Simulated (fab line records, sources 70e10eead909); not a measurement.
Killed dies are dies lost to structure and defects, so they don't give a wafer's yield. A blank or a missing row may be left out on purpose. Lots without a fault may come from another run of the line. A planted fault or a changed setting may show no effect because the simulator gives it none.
fab line records | flow nand_harc
record lots=24 wafers=72 last_day=25
route steps=1159 shown A_SGD_CUT@763 A_SLIT@780 A_WL_FILL@833 A_CONTACT@897
lots that met no fault: from a run of the same line without faults
start_h: hours from the record's first day to the start of the lot's first wafer shown | wait_h: hours since the lot's step before | " the same as in the row above | L1.1+2: a row that stands for several wafers | - no value, or no start given | * or withheld: withheld | < > ~ a bound
route shown NAME@n: a module of which the file shows steps, and the number in the route of the first | usual: mean/standard deviation of fault-free wafers | same: alike in all rows | chamber/n: place in a boat | sites: the reading at each site | _std_site: their standard deviation | _edge_site: outer sites' mean less inner sites' | radius_mm: how far each site lies from the wafer's centre | mask NAME#n: copy n | behind: the tool/chamber that last shaped the wafer | hold: why the lot was held/for how many hours/how that ended | device: the transistor (n, p or np) that didn't switch | end of line: the same wafers' tests at the end of the route | a step without rows: its recipe alone | killed: dies lost to structure and defects at the first sort, not the wafer's yield | map: a wafer's dies, x killed, . not, _ none there
set.NAME: the setting as run; set.NAME@STEP: as run at that earlier step | model.NAME: the simulator's own value behind a step, which no gauge read
steps of the route over a sample of lots; a table a step, a row a wafer
services: from which hour (start_h, from the record's first day; less than 0 if before it) a tool's chamber was out of use, for how many hours, and why
## steps
# step NHARC_A_SGD_CUT_ETCH_59
# recipe target_depth_a=2600 over_etch_frac=0.25 time_s=406.25 ion_energy_ev=200 n2_flow_sccm=150 h2_flow_sccm=150 ar_flow_sccm=0 rf_w=400 bias_w=150 chemistry=N2/H2
# usual drypump_motor_current_A=5.7/0.34 oes_product_au=0.995/0.009 rf_vpp_V=429.6/2.6 showerhead_plenum_p_Torr=2.01/0.089 throttle_valve_pct=14.172/0.0088
# columns lot.wafer tool chamber start_h wait_h drypump_motor_current_A oes_product_au rf_hours_counter_h rf_vpp_V showerhead_plenum_p_Torr throttle_valve_pct
L075.2 rie_diel-10 2 - - 5.2 0.972 11 432.1 2.09 14.173
L075.3 " 3 " " 5.7 0.990 10 426.9 1.92 14.174
L075.1 " 1 " " 5.1 1.004 11 426.5 1.93 14.175
L074.3 rie_diel-04 3 - - 5.9 0.982 1 429.0 1.95 14.182
L074.2 " 0 " " 5.7 0.993 1 427.7 1.95 14.171
L074.1 " 1 " " 5.4 0.989 1 433.1 2.15 14.175
L076.1 rie_diel-10 0 - - 5.8 0.989 11 430.9 2.03 14.181
L076.4 " 2 " " 5.3 0.984 12 431.6 2.09 14.179
L076.6 " 0 " " 5.8 0.987 - 430.6 2.03 14.161
L079.1 rie_diel-11 0 - - 5.4 0.971 13 432.6 2.13 14.163
L079.2 " 2 " " 6.1 0.999 13 432.6 2.10 14.173
L079.6 " 0 " " 5.4 0.996 - 434.6 2.13 14.169
L077.1 rie_diel-04 1 - - 5.4 0.990 1 435.8 2.15 14.172
L077.3 " 0 " " 5.6 0.990 1 428.9 1.95 14.169
L077.6 " 2 " " 5.9 0.986 - 426.6 1.90 14.181
L078.3 rie_diel-04 2 - - 6.0 0.986 2 426.2 1.90 14.164
L078.1 " 0 " " 5.6 1.010 1 427.7 1.95 14.173
L078.6 " 0 " " 5.7 1.001 - 428.7 1.95 14.176
L081.3 rie_diel-11 0 - - 5.4 0.989 16 433.1 2.13 14.172
L081.2 " 1 " " 6.3 1.004 17 428.3 1.95 14.162
L081.4 " 2 " " 6.2 0.994 16 431.7 2.10 14.200
L080.1 rie_diel-11 2 - - 6.1 0.992 17 432.6 2.10 14.168
L080.3 " 0 " " 5.4 0.973 18 432.9 2.13 14.165
L080.4 " 0 " " 5.4 0.974 - 433.6 2.13 14.180
L083.4 rie_diel-04 2 - - 5.9 0.988 3 426.6 1.90 14.185
L083.3 " 3 " " 5.9 1.004 2 428.0 1.95 14.177
L083.1 " 0 " " 5.7 1.007 3 428.4 1.95 14.182
L084.2 rie_diel-10 0 - - 5.8 0.999 0 430.4 2.03 14.168
L084.3 " 1 " " 5.1 0.999 0 428.3 1.93 14.179
L084.4 " 3 " " 5.7 0.981 0 426.1 1.92 14.176
L082.1 rie_diel-04 3 - - 5.9 1.004 3 428.1 1.95 14.172
L082.3 " 2 " " 5.9 0.990 4 426.5 1.90 14.174
L082.5 " 0 " " 5.6 1.008 - 428.9 1.95 14.162
L086.3 rie_diel-04 0 - - 5.7 1.008 6 429.0 1.95 14.167
L086.4 " 1 " " 5.4 1.001 6 433.0 2.15 14.180
L086.6 " 1 " " 5.4 0.990 - 434.0 2.15 14.170
L085.1 rie_diel-10 2 - - 5.2 1.004 3 432.9 2.09 14.170
L085.3 " 3 " " 5.8 0.997 3 426.6 1.91 14.183
L085.4 " 3 " " 5.7 0.991 - 427.6 1.91 14.168
L089.3 rie_diel-04 1 - - 5.4 0.996 6 434.8 2.15 14.179
L089.6 " 3 " " 5.9 1.001 - 427.3 1.95 14.163
L089.5 " 0 " " 5.7 1.006 - 428.2 1.95 14.171
L087.4 rie_diel-11 2 - - 6.1 1.015 0 431.4 2.10 14.171
L087.5 " 1 " " 6.3 0.997 - 427.2 1.95 14.170
L087.6 " 2 " " 6.1 1.007 - 430.6 2.10 14.180
L088.1 rie_diel-11 0 - - 5.4 0.993 3 433.3 2.13 14.163
L088.2 " 1 " " 6.3 1.005 2 427.2 1.95 14.163
L088.4 " 3 " " 5.9 1.005 3 427.8 1.96 14.154
L090.2 rie_diel-04 3 - - 5.9 0.991 7 428.0 1.95 14.168
L090.6 " 0 " " 5.7 0.998 - 427.6 1.95 14.179
L090.5 " 1 " " 5.4 1.008 - 433.2 2.15 14.177
L091.4 rie_diel-10 1 - - 5.1 0.990 7 427.7 1.93 14.169
L091.2 " 2 " " 5.2 1.004 6 431.6 2.09 14.191
L091.3 " 3 " " 5.7 0.990 7 426.2 1.91 14.176
L093.3 rie_diel-11 2 - - 6.1 1.004 4 431.7 2.10 14.173
L093.2 " 3 " " 5.9 0.996 4 428.1 1.96 14.166
L093.6 " 0 " " 5.4 0.992 - 435.1 2.13 14.167
L094.3 rie_diel-04 3 - - 6.0 0.991 8 427.5 1.95 14.170
L094.2 " 1 " " 5.4 1.003 9 432.7 2.15 14.174
L094.5 " 3 " " 5.9 1.001 - 428.4 1.95 14.172
L096.4 rie_diel-10 0 - - 5.8 0.994 4 430.2 2.03 14.178
L096.6 " 2 " " 5.2 1.002 - 432.4 2.09 14.174
L096.5 " 3 " " 5.7 1.002 - 427.9 1.91 14.157
L092.2 rie_diel-11 3 - - 5.9 1.000 6 428.9 1.96 14.178
L092.5 " 1 " " 6.3 0.994 - 427.3 1.95 14.154
L092.6 " 2 " " 6.2 1.010 - 432.4 2.10 14.172
L095.1 rie_diel-04 0 - - 5.7 1.002 10 427.8 1.95 14.173
L095.4 " 2 " " 6.0 0.984 10 426.7 1.90 14.177
L095.2 " 3 " " 5.9 0.996 9 426.6 1.95 14.190
L097.2 rie_diel-11 1 - - 6.3 0.991 8 426.9 1.95 14.165
L097.1 " 0 " " 5.4 0.982 9 433.1 2.13 14.180
L097.5 " 2 " " 6.1 0.987 - 431.5 2.10 14.169
# step NHARC_A_SLIT_DEP_00
# recipe target_thk_a=32000 temp_c=400 material=aC
# usual throttle_valve_pct=35.001/0.0085
# columns lot.wafer tool chamber start_h wait_h throttle_valve_pct
L075.1 acl_dep-02 0 324.33 - 35.007
L075.2 " 0 " " 35.001
L075.3 " 0 " " 34.999
L074.1 acl_dep-03 0 324.36 - 34.990
L074.2 " 0 " " 35.000
L074.3 " 0 " " 35.010
L079.1 acl_dep-02 0 332.16 - 34.998
L079.2 " 0 " " 35.017
L079.6 " 0 333.79 - 35.004
L076.1 acl_dep-01 0 332.51 - 35.011
L076.4 " 0 " " 35.022
L076.6 " 0 " " 34.997
L077.1 acl_dep-03 0 332.56 - 35.006
L077.3 " 0 " " 34.999
L077.6 " 0 " " 35.004
L078.1 acl_dep-01 0 337.99 - 35.002
L078.3 " 0 " " 34.992
L078.6 " 0 " " 34.993
L081.2 acl_dep-03 0 355.21 - 34.993
L081.3 " 0 " " 35.007
L081.4 " 0 " " 35.007
L083.1 acl_dep-02 0 365.98 - 35.007
L083.3 " 0 " " 35.001
L083.4 " 0 " " 35.013
L080.1 acl_dep-03 0 365.99 - 35.013
L080.3 " 0 " " 34.999
L080.4 " 0 " " 34.999
L082.1 acl_dep-01 0 377.98 - 35.018
L082.3 " 0 " " 35.009
L082.5 " 0 " " 35.001
L084.2 acl_dep-03 0 378.40 - 34.997
L084.3 " 0 " " 34.991
L084.4 " 0 " " 34.996
L086.3 acl_dep-01 0 396.08 - 35.011
L086.4 " 0 " " 34.999
L086.6 " 0 " " 35.000
L085.1 acl_dep-01 0 397.41 - 34.996
L085.3 " 0 " " 34.982
L085.4 " 0 " " 35.014
L087.4 acl_dep-02 0 397.89 - 34.995
L087.5 " 0 " " 35.022
L087.6 " 0 " " 34.995
L089.3 acl_dep-03 0 398.54 - 35.012
L089.5 " 0 " " 34.993
L089.6 " 0 " " 35.013
L088.1 acl_dep-01 0 409.55 - 35.003
L088.2 " 0 " " 34.990
L088.4 " 0 " " 34.994
L090.2 acl_dep-02 0 422.48 - 34.998
L090.5 " 0 " " 34.997
L090.6 " 0 " " 35.014
L093.2 acl_dep-03 0 422.48 - 35.013
L093.3 " 0 " " 34.995
L093.6 " 0 " " 35.006
L091.2 acl_dep-01 0 422.55 - 35.007
L091.3 " 0 " " 34.997
L091.4 " 0 " " 35.001
L094.2 acl_dep-02 0 433.09 - 35.012
L094.3 " 0 " " 35.010
L094.5 " 0 " " 35.017
L092.2 acl_dep-03 0 437.92 - 34.989
L092.5 " 0 " " 35.003
L092.6 " 0 " " 35.006
L096.4 acl_dep-01 0 438.59 - 34.994
L096.5 " 0 " " 35.007
L096.6 " 0 " " 34.996
L095.1 acl_dep-02 0 439.15 - 34.999
L095.2 " 0 " " 34.998
L095.4 " 0 " " 35.005
L097.1 acl_dep-03 0 458.47 - 35.005
L097.2 " 0 " " 34.995
L097.5 " 0 " " 35.005
# step NHARC_A_WL_FILL_CVD_20
# recipe target_thk_a=750 temp_c=300 pressure_torr=40 wf6_flow_sccm=40 h2_flow_sccm=1600 ar_flow_sccm=1560 time_s=5064 material=W
# usual heater_power_w=457/29 throttle_valve_pct=8.01/0.25
# columns lot.wafer tool chamber start_h wait_h heater_power_w throttle_valve_pct
L074.1 cvd_w-02 1 - - 442 7.96
L074.2 " 0 " " 448 7.38
L074.3 " 1 " " 437 8.22
L075.2 cvd_w-01 1 - - 437 8.15
L075.1 " 0 " " 492 8.26
L075.3 " 1 " " 453 7.88
L079.1 cvd_w-02 0 - - 454 8.01
L079.2 " 1 " " 434 8.11
L079.6 " 0 " " 448 7.70
L077.1 cvd_w-01 0 - - 494 8.11
L077.3 " 1 " " 436 7.71
L077.6 " 0 " " 493 8.17
L076.1 cvd_w-01 1 - - 447 7.90
L076.4 " 0 " " 510 8.21
L076.6 " 0 " " 499 8.48
L078.1 cvd_w-02 0 - - 451 7.83
L078.3 " 0 " " 441 8.04
L078.6 " 1 " " 435 8.31
L081.2 cvd_w-01 0 - - 507 8.37
L081.4 " 0 " " 521 8.12
L081.3 " 1 " " 444 7.83
L080.1 cvd_w-02 1 - - 422 8.15
L080.4 " 1 " " 427 8.07
L080.3 " 0 " " 446 7.85
L083.1 cvd_w-01 0 - - 502 8.34
L083.3 " 0 " " 516 8.28
L083.4 " 1 " " 447 7.89
L082.1 cvd_w-01 0 - - 515 8.33
L082.3 " 0 " " 509 8.39
L082.5 " 1 " " 443 8.07
L084.2 cvd_w-02 1 - - 423 7.96
L084.4 " 0 " " 443 7.62
L084.3 " 1 " " 424 8.12
L086.4 cvd_w-02 1 - - 436 8.20
L086.3 " 0 " " 442 7.64
L086.6 " 1 " " 439 7.98
L087.4 cvd_w-01 1 - - 435 8.01
L087.6 " 1 " " 438 7.83
L087.5 " 0 " " 508 8.50
L085.1 cvd_w-02 1 - - 424 8.21
L085.3 " 0 " " 453 7.87
L085.4 " 1 " " 429 8.12
L089.3 cvd_w-01 0 - - 519 8.34
L089.5 " 1 " " 452 8.34
L089.6 " 0 " " 514 8.35
L088.1 cvd_w-02 0 - - 458 7.97
L088.2 " 1 " " 423 7.82
L088.4 " 1 " " 430 7.96
L091.2 cvd_w-01 1 - - 446 7.94
L091.3 " 0 " " 513 8.23
L091.4 " 1 " " 447 7.94
L090.2 cvd_w-02 1 - - 438 8.15
L090.5 " 1 " " 436 8.26
L090.6 " 0 " " 450 7.65
L093.2 cvd_w-01 1 - - 442 8.04
L093.3 " 1 " " 440 8.01
L093.6 " 1 " " 447 7.80
L094.2 cvd_w-02 0 - - 453 7.76
L094.3 " 1 " " 438 7.89
L094.5 " 1 " " 422 8.09
L092.2 cvd_w-02 1 - - 450 7.93
L092.5 " 0 " " 440 7.64
L092.6 " 1 " " 433 8.17
L096.4 cvd_w-01 0 - - 522 8.38
L096.6 " 0 " " 509 8.12
L096.5 " 1 " " 456 7.98
L095.2 cvd_w-02 0 - - 450 7.79
L095.1 " 1 " " 434 8.24
L095.4 " 1 " " 432 8.02
L097.1 cvd_w-02 1 - - 432 7.92
L097.2 " 0 " " 445 7.76
L097.5 " 0 " " 464 7.91
# step NHARC_A_CONTACT_OVL_MEAS_70
# usual overlay_x_nm=0.0/0.77 overlay_y_nm=0.2/1
# columns lot.wafer tool chamber start_h wait_h overlay_x_nm overlay_y_nm
L074.1 overlay-02 - 377.10 - 0.6 1.3
L074.2 " - " " 0.2 1.2
L074.3 " - " " 0.1 1.5
L075.1 overlay-01 - 382.44 - 1.1 -0.3
L075.2 " - " " 1.1 -0.5
L075.3 " - " " 1.0 -0.3
L077.1 overlay-02 - 385.60 - 0.2 2.8
L077.3 " - " " 0.9 2.6
L077.6 " - " " 0.2 3.0
L079.1 overlay-01 - 386.16 - 0.3 1.6
L079.2 " - " " 0.4 1.2
L079.6 " - " " 0.6 1.6
L076.1 overlay-01 - 390.31 - -1.3 0.5
L076.4 " - " " -1.4 0.0
L076.6 " - " " -1.4 -0.2
L078.1 overlay-02 - 391.91 - -0.3 -0.9
L078.3 " - " " -0.1 -0.9
L078.6 " - " " -0.1 -1.0
L081.2 overlay-01 - 409.74 - 0.1 0.1
L081.3 " - " " 0.3 0.1
L081.4 " - " " -0.1 0.9
L080.1 overlay-01 - 417.53 - -1.0 1.5
L080.3 " - " " -0.4 0.8
L080.4 " - " " -1.0 0.7
L083.1 overlay-01 - 419.36 - -1.4 -1.0
L083.3 " - " " -1.4 -1.3
L083.4 " - " " -1.3 -1.1
L082.1 overlay-01 - 434.50 - -0.3 -0.9
L082.3 " - " " 0.1 -0.1
L082.5 " - " " -0.1 -0.3
L084.2 overlay-01 - 438.31 - 0.2 -0.9
L084.3 " - " " -0.5 -1.7
L084.4 " - " " 0.2 -0.6
L086.3 overlay-01 - 450.02 - 0.6 -1.2
L086.4 " - " " 0.6 -1.4
L086.6 " - " " 0.0 -0.8
L087.4 overlay-01 - 451.93 - 0.6 -0.5
L087.5 " - " " 0.9 -0.3
L087.6 " - " " 0.2 -0.5
L085.1 overlay-01 - 455.31 - 0.1 -0.1
L085.3 " - " " -0.3 -0.1
L085.4 " - " " 0.4 -0.8
L089.3 overlay-02 - 462.86 - -0.3 0.7
L089.5 " - " " -0.3 -0.2
L089.6 " - " " 0.2 -0.4
L088.1 overlay-01 - 465.14 - 1.0 0.8
L088.2 " - " " 1.2 0.5
L088.4 " - " " 0.4 0.4
L091.2 overlay-02 - 477.83 - 0.5 0.8
L091.3 " - " " 0.1 0.6
L091.4 " - " " 0.5 1.1
L090.2 overlay-02 - 480.47 - 1.0 0.6
L090.5 " - " " 1.2 0.8
L090.6 " - " " 0.9 0.4
L093.2 overlay-02 - 487.50 - 1.0 1.3
L093.3 " - " " -0.1 1.3
L093.6 " - " " 1.1 0.9
L094.2 overlay-02 - 489.18 - -0.2 -0.4
L094.3 " - " " -0.2 0.8
L094.5 " - " " 0.2 0.4
L092.2 overlay-02 - 503.32 - 0.0 0.4
L092.5 " - " " -0.8 0.1
L092.6 " - " " -0.7 0.4
L096.4 overlay-02 - 504.13 - -0.6 -0.7
L096.5 " - " " -1.0 -0.8
L096.6 " - " " -0.7 -0.9
L095.1 overlay-02 - 507.83 - 0.1 0.5
L095.2 " - " " -0.2 0.2
L095.4 " - " " 0.1 1.2
L097.1 overlay-02 - 518.42 - -1.3 -1.6
L097.2 " - " " -1.6 -1.7
L097.5 " - " " -1.5 -1.7
# step NHARC_A_CONTACT_DESCUM_74
# recipe time_s=3 o2_flow_sccm=200 ar_flow_sccm=0 bias_power_w=0 chemistry=O2
# usual drypump_motor_current_A=5.7/0.35 oes_product_au=0.999/0.011 rf_vpp_V=57.8/0.94 showerhead_plenum_p_Torr=1.92/0.098 throttle_valve_pct=11.311/0.0094
# columns lot.wafer tool chamber start_h wait_h drypump_motor_current_A oes_product_au rf_hours_counter_h rf_vpp_V showerhead_plenum_p_Torr throttle_valve_pct
L074.1 rie_diel-13 3 377.23 0.1 6.1 1.005 37 57.3 1.76 11.319
L074.3 " 0 " " 5.6 0.984 38 59.2 1.90 11.309
L074.2 " 1 " " 5.8 0.983 38 57.2 1.77 11.317
L075.1 rie_diel-03 1 382.56 0.1 6.4 0.994 29 56.3 1.78 11.288
L075.2 " 2 " " 5.7 0.993 30 58.6 2.03 11.304
L075.3 " 0 " " 5.6 0.996 28 58.2 1.92 11.309
L077.1 rie_diel-05 0 385.69 0.1 6.3 0.995 15 57.1 1.91 11.324
L077.3 " 2 " " 5.7 0.999 15 57.7 1.95 11.302
L077.6 " 0 " " 6.3 0.998 - 57.7 1.91 11.305
L079.2 rie_diel-05 2 386.26 0.1 5.6 0.987 15 58.1 1.95 11.311
L079.1 " 0 " " 6.3 0.994 15 58.4 1.91 11.310
L079.6 " 2 " " 5.6 0.984 - 55.5 1.95 11.320
L076.1 rie_diel-13 2 390.42 0.1 5.3 1.004 37 57.8 1.97 11.302
L076.4 " 3 " " 6.1 1.002 44 55.4 1.76 11.293
L076.6 " 1 " " 5.7 0.990 - 56.6 1.77 11.326
L078.1 rie_diel-05 2 392.01 0.1 5.6 1.000 18 57.5 1.95 11.320
L078.3 " 1 " " 5.6 0.998 17 57.6 1.82 11.312
L078.6 " 2 " " 5.7 1.000 - 57.0 1.95 11.305
L081.4 rie_diel-03 1 409.84 0.1 6.4 0.991 1 57.3 1.78 11.312
L081.2 " 3 " " 5.3 1.007 2 58.7 2.08 11.303
L081.3 " 0 " " 5.5 0.993 1 58.1 1.91 11.309
L080.1 rie_diel-05 3 417.63 0.1 5.3 1.023 28 58.3 1.95 11.320
L080.4 " 0 " " 6.3 1.002 28 57.4 1.90 11.308
L080.3 " 2 " " 5.7 1.007 28 57.0 1.94 11.318
L083.3 rie_diel-13 2 419.46 0.1 5.3 0.995 45 57.8 1.96 11.322
L083.4 " 3 " " 6.1 1.009 53 58.7 1.76 11.311
L083.1 " 0 " " 5.6 0.992 53 57.6 1.90 11.321
L082.3 rie_diel-03 1 434.61 0.1 6.4 0.983 5 58.0 1.78 11.313
L082.1 " 3 " " 5.2 1.011 6 59.2 2.07 11.294
L082.5 " 0 " " 5.5 0.992 - 58.5 1.91 11.291
L084.3 rie_diel-13 0 438.41 0.1 5.6 0.991 58 58.4 1.90 11.305
L084.2 " 1 " " 5.8 0.987 58 56.4 1.77 11.310
L084.4 " 2 " " 5.3 1.003 51 58.7 1.96 11.310
L086.4 rie_diel-05 3 450.14 0.1 5.3 1.010 40 58.4 1.94 11.305
L086.3 " 0 " " 6.3 0.998 39 58.8 1.90 11.315
L086.6 " 2 " " 5.7 0.995 - 56.5 1.94 11.302
L087.4 rie_diel-05 0 452.03 0.1 6.3 1.008 40 57.6 1.90 11.312
L087.5 " 0 " " 6.3 1.004 - 58.2 1.90 11.310
L087.6 " 1 " " 5.6 1.015 - 56.7 1.81 11.315
L085.3 rie_diel-03 2 455.41 0.1 5.7 0.990 8 58.7 2.03 11.313
L085.4 " 3 " " 5.2 1.001 8 60.0 2.07 11.328
L085.1 " 1 " " 6.3 0.983 7 58.2 1.78 11.299
L089.3 rie_diel-03 1 462.96 0.1 6.4 0.987 10 57.0 1.78 11.322
L089.6 " 1 " " 6.4 0.992 - 58.7 1.78 11.312
L089.5 " 2 " " 5.7 0.995 - 57.3 2.02 11.304
L088.1 rie_diel-05 3 465.25 0.1 5.3 1.021 47 57.0 1.94 11.304
L088.4 " 0 " " 6.3 0.998 46 57.5 1.90 11.312
L088.2 " 1 " " 5.6 1.018 47 58.3 1.81 11.319
L091.2 rie_diel-05 1 477.94 0.1 5.6 1.000 53 56.6 1.81 11.323
L091.3 " 2 " " 5.7 0.990 53 59.4 1.94 11.322
L091.4 " 3 " " 5.4 1.015 52 59.3 1.94 11.314
L090.2 rie_diel-03 1 480.57 0.1 6.4 0.974 13 56.6 1.78 11.297
L090.6 " 1 " " 6.4 0.983 - 56.9 1.78 11.311
L090.5 " 2 " " 5.7 0.989 - 58.2 2.02 11.322
L093.3 rie_diel-03 2 487.60 0.1 5.7 0.992 15 58.4 2.02 11.320
L093.2 " 3 " " 5.2 1.005 15 57.8 2.07 11.320
L093.6 " 1 " " 6.4 0.984 - 57.6 1.78 11.321
L094.3 rie_diel-13 3 489.29 0.1 6.1 0.998 10 58.1 2.07 11.293
L094.2 " 0 " " 5.6 0.999 9 59.2 1.89 11.313
L094.5 " 3 " " 6.1 0.998 - 59.7 2.07 11.313
L092.2 rie_diel-05 1 503.44 0.1 5.6 0.995 59 58.5 1.80 11.305
L092.6 " 2 " " 5.7 0.997 - 57.5 1.93 11.277
L092.5 " 3 " " 5.3 1.023 - 58.3 1.94 11.332
L096.4 rie_diel-13 2 504.25 0.1 5.3 0.990 15 57.2 1.95 11.325
L096.5 " 3 " " 6.1 1.007 - 59.7 2.07 11.337
L096.6 " 0 " " 5.6 1.015 - 57.3 1.89 11.308
L095.4 rie_diel-13 1 507.93 0.1 5.8 1.000 17 59.2 2.07 11.322
L095.1 " 3 " " 6.1 0.997 16 58.7 2.07 11.313
L095.2 " 0 " " 5.6 1.006 16 57.0 1.89 11.310
L097.2 rie_diel-13 3 518.52 0.1 6.1 1.007 22 59.7 2.07 11.312
L097.1 " 1 " " 5.8 0.994 23 59.3 2.07 11.309
L097.5 " 3 " " 6.1 0.998 - 57.8 2.07 11.324
# step NHARC_A_CONTACT_ETCH_75
# recipe target_depth_a=390 over_etch_frac=0.3 time_s=65 ion_energy_ev=80 cf4_flow_sccm=150 ar_flow_sccm=0 rf_w=300 bias_w=100 chemistry=CF4
# usual drypump_motor_current_A=5.7/0.35 oes_product_au=0.999/0.011 rf_vpp_V=151.4/1.4 showerhead_plenum_p_Torr=1.78/0.083 throttle_valve_pct=13.284/0.0097
# columns lot.wafer tool chamber start_h wait_h drypump_motor_current_A oes_product_au rf_hours_counter_h rf_vpp_V showerhead_plenum_p_Torr throttle_valve_pct
L074.1 rie_diel-13 1 377.31 0.1 5.8 0.980 38 150.8 1.65 13.274
L074.3 " 2 " " 5.3 1.001 31 151.8 1.82 13.300
L074.2 " 3 " " 6.1 0.996 37 149.5 1.64 13.272
L075.1 rie_diel-03 3 382.65 0.1 5.3 1.018 28 148.7 1.64 13.283
L075.3 " 1 " " 6.3 0.992 29 150.6 1.66 13.281
L075.2 " 2 " " 5.7 0.994 30 152.2 1.87 13.286
L077.3 rie_diel-05 3 385.78 0.1 5.3 1.010 16 150.0 1.80 13.299
L077.1 " 1 " " 5.6 1.012 14 149.1 1.69 13.280
L077.6 " 0 " " 6.3 1.005 - 151.6 1.76 13.275
L079.1 rie_diel-05 3 386.63 0.4 5.3 1.012 17 152.4 1.80 13.292
L079.2 " 0 " " 6.3 0.987 16 150.4 1.76 13.307
L079.6 " 2 " " 5.7 0.988 - 151.4 1.80 13.275
L076.1 rie_diel-13 3 390.49 0.1 6.1 0.999 44 150.9 1.64 13.277
L076.4 " 0 " " 5.6 0.982 44 149.9 1.76 13.293
L076.6 " 3 " " 6.1 0.993 - 149.6 1.64 13.281
L078.1 rie_diel-05 1 392.16 0.1 5.6 1.006 17 151.5 1.69 13.281
L078.3 " 2 " " 5.7 0.998 18 152.8 1.80 13.272
L078.6 " 3 " " 5.3 1.017 - 151.1 1.80 13.272
L081.4 rie_diel-03 1 409.92 0.1 6.4 0.986 1 149.5 1.66 13.269
L081.3 " 3 " " 5.2 1.001 2 153.3 1.91 13.275
L081.2 " 0 " " 5.5 0.993 1 151.7 1.77 13.284
L080.1 rie_diel-05 2 417.72 0.1 5.6 1.003 28 151.6 1.80 13.289
L080.3 " 0 " " 6.3 0.995 28 150.8 1.76 13.280
L080.4 " 1 " " 5.6 1.020 27 151.3 1.68 13.260
L083.3 rie_diel-13 3 419.54 0.1 6.1 1.017 53 150.2 1.64 13.288
L083.4 " 1 " " 5.8 0.988 52 147.9 1.64 13.293
L083.1 " 2 " " 5.3 1.016 45 153.5 1.81 13.277
L082.3 rie_diel-03 0 434.69 0.1 5.5 0.981 6 151.2 1.77 13.286
L082.1 " 2 " " 5.6 1.001 5 152.4 1.86 13.278
L082.5 " 0 " " 5.5 0.992 - 152.1 1.77 13.282
L084.2 rie_diel-13 1 438.49 0.1 5.8 0.981 58 149.2 1.64 13.284
L084.4 " 2 " " 5.3 1.000 51 151.8 1.81 13.283
L084.3 " 0 " " 5.6 0.990 58 149.4 1.75 13.289
L086.4 rie_diel-05 3 450.21 0.1 5.3 1.008 40 151.0 1.79 13.290
L086.3 " 1 " " 5.6 0.998 40 149.9 1.68 13.286
L086.6 " 0 " " 6.3 0.992 - 149.8 1.76 13.289
L087.4 rie_diel-05 2 452.18 0.1 5.6 0.994 42 152.5 1.79 13.287
L087.5 " 0 " " 6.3 1.007 - 151.7 1.76 13.285
L087.6 " 1 " " 5.6 1.004 - 150.3 1.68 13.285
L085.1 rie_diel-03 0 455.54 0.1 5.5 0.994 8 150.4 1.77 13.281
L085.4 " 1 " " 6.4 0.982 7 151.3 1.65 13.277
L085.3 " 2 " " 5.8 0.993 8 152.9 1.86 13.279
L089.3 rie_diel-03 3 463.06 0.1 5.2 1.015 11 154.2 1.90 13.278
L089.5 " 1 " " 6.3 0.987 - 151.3 1.65 13.288
L089.6 " 2 " " 5.7 0.982 - 152.0 1.86 13.287
L088.2 rie_diel-05 2 465.33 0.1 5.7 0.991 48 153.7 1.79 13.281
L088.1 " 0 " " 6.3 0.997 46 150.7 1.75 13.279
L088.4 " 1 " " 5.6 1.012 47 148.0 1.68 13.285
L091.2 rie_diel-05 2 478.01 0.1 5.7 0.998 53 151.3 1.79 13.293
L091.4 " 0 " " 6.2 0.994 52 150.5 1.75 13.275
L091.3 " 1 " " 5.6 1.005 53 149.7 1.68 13.276
L090.2 rie_diel-03 0 480.67 0.1 5.5 0.982 13 149.9 1.77 13.288
L090.5 " 1 " " 6.4 0.980 - 149.9 1.65 13.270
L090.6 " 2 " " 5.7 0.993 - 151.0 1.86 13.288
L093.2 rie_diel-03 3 487.69 0.1 5.2 0.988 15 152.0 1.90 13.267
L093.3 " 1 " " 6.4 0.991 14 149.8 1.65 13.290
L093.6 " 2 " " 5.7 1.006 - 154.8 1.86 13.302
L094.3 rie_diel-13 3 489.37 0.1 6.0 0.998 10 153.1 1.91 13.288
L094.2 " 1 " " 5.8 1.011 10 151.2 1.91 13.279
L094.5 " 3 " " 6.1 1.004 - 153.1 1.91 13.276
L092.2 rie_diel-05 1 503.50 0.1 5.6 1.014 59 150.9 1.68 13.276
L092.6 " 1 " " 5.6 1.000 - 149.9 1.68 13.297
L092.5 " 2 " " 5.7 0.999 - 150.8 1.79 13.298
L096.4 rie_diel-13 3 504.32 0.1 6.1 1.008 14 155.1 1.90 13.275
L096.5 " 1 " " 5.7 0.999 - 152.3 1.90 13.287
L096.6 " 2 " " 5.3 0.985 - 151.7 1.80 13.272
L095.4 rie_diel-13 0 508.02 0.1 5.6 1.003 16 151.3 1.75 13.296
L095.1 " 1 " " 5.8 1.003 17 152.6 1.90 13.293
L095.2 " 2 " " 5.3 0.994 17 152.8 1.80 13.291
L097.2 rie_diel-13 2 518.62 0.1 5.3 0.989 23 152.1 1.80 13.291
L097.1 " 1 " " 5.8 0.992 23 154.9 1.90 13.293
L097.5 " 3 " " 6.0 0.997 - 152.6 1.90 13.301
## services
# columns tool chamber start_h hours kind
cvd_w-01 - 292.91 13.0 pm
acl_dep-01 - 295.34 13.0 pm
rie_diel-13 3 306.33 3.1 repair
rie_diel-03 - 317.72 0.9 repair
rie_diel-03 - 320.90 0.2 repair
cvd_w-02 0 322.00 4.2 repair
rie_diel-04 3 323.33 6.3 repair
rie_diel-05 - 340.66 9.0 pm
rie_diel-11 1 356.98 3.8 repair
rie_diel-11 - 366.55 9.0 pm
cvd_w-02 - 379.65 13.0 pm
rie_diel-03 - 392.30 9.0 pm
rie_diel-13 2 402.42 2.0 repair
rie_diel-04 0 403.57 8.0 repair
acl_dep-03 - 406.00 13.0 pm
rie_diel-13 - 417.30 0.8 repair
rie_diel-13 - 453.19 9.0 pm
rie_diel-04 - 465.95 9.0 pm
cvd_w-01 - 474.02 13.0 pm
cvd_w-02 - 482.44 0.6 repair
rie_diel-03 0 507.85 12.3 repair
cvd_w-01 - 515.86 1.4 repair
rie_diel-13 0 517.28 4.2 repair
rie_diel-05 - 517.68 9.0 pm
## key
fault none
